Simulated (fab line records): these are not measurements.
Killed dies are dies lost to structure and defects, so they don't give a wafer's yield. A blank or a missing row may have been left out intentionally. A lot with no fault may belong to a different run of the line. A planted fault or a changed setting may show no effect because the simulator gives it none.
Matching of chambers | flow nand_harc | NHARC_A_STAIRCASE_DEP_325 on pecvd-02 has 3 sister chambers
The step deposits SiO2, target thk 7200 nm. 6 wafers are shown with their chamber, then 8 later ones without.

## WAFERS PAIRED WITH THEIR CHAMBERS
wafer  | chamber | heater_power_w (W) | heater_power_outer_w (W)
L076.2 | 2       | 836                | 478
L084.1 | 2       | 850                | 459
L087.2 | 0       | 903                | 541
L087.3 | 1       | 560                | 324
L087.4 | 1       | 455                | 245
L089.1 | 0       | 814                | 511

## WAFERS WITH NO CHAMBER GIVEN
wafer  | heater_power_w (W) | heater_power_outer_w (W)
L089.3 | 540                | 316
L089.4 | 466                | 245
L095.1 | 843                | 534
L095.4 | 763                | 443
L095.5 | 626                | 322
L096.1 | 609                | 344
L096.5 | 762                | 441
L096.6 | 472                | 256

## EACH ONE'S CHAMBER
wafer  | from the rows above     | in truth
L089.3 | 1                       | 1
L089.4 | 1                       | 1
L095.1 | can't be placed: 0 or 2 | 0
L095.4 | can't be placed: 2 or 0 | 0
L095.5 | 1                       | 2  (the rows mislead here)
L096.1 | 1                       | 1
L096.5 | can't be placed: 2 or 0 | 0
L096.6 | 1                       | 1
Correctly placed: 4 of 8. Cannot be placed on the basis of these rows: 3; the candidates contain the true chamber in 3. Number placed wrongly: 1.
How it was worked out, from the rows above alone: a wafer's distance from a chamber is the root of the sum, over the readings, of the square of ((its reading less the chamber's mean) divided by the reading's scatter). The wafer belongs to the nearest chamber; if the next one is less than 2 further off, it can't be placed. Each chamber's mean is taken over the wafers shown for it. The scatter: take each reading less its chamber's mean, square it, sum over the shown wafers, divide by the number of wafers less the number of chambers, and take the root.
